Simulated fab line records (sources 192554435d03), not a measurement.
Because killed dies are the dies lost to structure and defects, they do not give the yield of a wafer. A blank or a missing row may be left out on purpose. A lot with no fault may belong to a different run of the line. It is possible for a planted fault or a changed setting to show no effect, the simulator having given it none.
Comparing a struck lot with a sound one / flow n5-finfet / 27 steps out of a route of 1938
Sound: wafers L148.3, L148.4, L148.6. Wafers struck: L142.1, L142.5, L142.6. The cause is given at the end.
For every step that has rows: the tool of each side, followed by ch and its chambers, followed by its first start. Under that, the readings that differ: sound wafers / struck wafers / difference of the means / sigmas: that difference in standard deviations of wafers without a fault.
alike: words and numbers the same on both sides, and readings whose means are apart by under 2 such deviations; not compared: readings that were withheld, readings missing a value for some wafer, numbers with overlapping values and no deviation given by the record, and bounds like >300 which may hide the same value.
Wherever a step has rows on one side only, a row that says differs or no value, or a row with sigmas, the two part there. Numbers that don't overlap but have no deviation are shown without sigmas and don't part them. A reading that every wafer of one side lacks parts them only if that side has two wafers or more.

first, 9 steps without rows for these wafers: N5_BEOL_M5_COAT_05 (resist thk 30 nm); N5_BEOL_M5_EBR_07; N5_BEOL_M5_SOFTBAKE_06 (time 60 s); N5_BEOL_M5_EXPOSE_08 (exposes mask M5, target cd 28 nm); N5_BEOL_M5_PEB_09 (peb time 60 s); N5_BEOL_M5_DEVELOP_10 (develop time 30 s); N5_BEOL_M5_DESCUM_16 (chemistry O2, time 7 s); N5_BEOL_M5_ETCH_72 (etches underlayer in N2/H2, target depth 6.5 nm, time 5.2 s); N5_BEOL_M5_ETCH_61 (etches SiARC in CF4, target depth 15.6 nm, time 26 s).
N5_BEOL_M5_ETCH_62: etches SOC in N2/H2, target depth 75 nm, overetch 15 nm, time 112.5 s.
  sound on rie-diel-02 ch 2,3, day 13 02:00; struck on rie-diel-06 ch 1,2, day 11 16:55
  alike: drypump-motor-current-A, oes-product-au, rf-fwd-power-W, rf-vpp-V, showerhead-plenum-p-Torr, throttle-valve-pct
  not compared: rf-hours-counter-h
then, 14 steps without rows for these wafers: N5_BEOL_M5_STRIP_63 (strips in N2/H2); N5_BEOL_M5_STRIP_73 (strips in N2/H2); N5_BEOL_M5_STRIP_64 (strips in CF4); N5_BEOL_M5_HM_OPEN_17 (chemistry Cl2/BCl3, target TiN, target depth 20 nm, overetch 6 nm); N5_BEOL_M5_STRIP_19 (strips in O2); N5_BEOL_M5_COAT_65 (time 60 s, resist thk 60 nm); N5_BEOL_M5_COAT_66 (time 60 s, resist thk 12 nm); N5_BEOL_M5_COAT_74 (time 60 s, resist thk 5 nm); N5_BEOL_M5_COAT_22 (resist thk 30 nm); N5_BEOL_M5_EBR_24; N5_BEOL_M5_SOFTBAKE_23 (time 60 s); N5_BEOL_M5_EXPOSE_25 (exposes mask V4, defocus 10 nm); N5_BEOL_M5_PEB_26 (peb time 60 s); N5_BEOL_M5_DEVELOP_27 (develop time 30 s).
N5_BEOL_M5_INSPECT_30: inspects for defects (brightfield).
  struck on defect-inspect-01, day 11 18:13; sound on defect-inspect-01, day 13 03:42
reading=raw-defect-count; sound=493 606 383; struck=977 1135 1062; difference=+564; sigmas=+6
then, 1 step without rows for these wafers: N5_BEOL_M5_DESCUM_33 (chemistry O2, time 7 s).
-- record jumps: 4 days separate the struck wafers' starts on either side; left off in module BEOL_M5, taken up again in module PASSIVATION, whose first shown step is the route's number 1936 --
N5_PASSIVATION_PROBE_49:
  the record has rows for the struck wafers here (prober-01, day 15 23:45) and none for the sound ones

WHERE THEY PART
Last at N5_PASSIVATION_PROBE_49 as far as this record goes, first at N5_BEOL_M5_INSPECT_30.

WHY: what had been put in by the simulator
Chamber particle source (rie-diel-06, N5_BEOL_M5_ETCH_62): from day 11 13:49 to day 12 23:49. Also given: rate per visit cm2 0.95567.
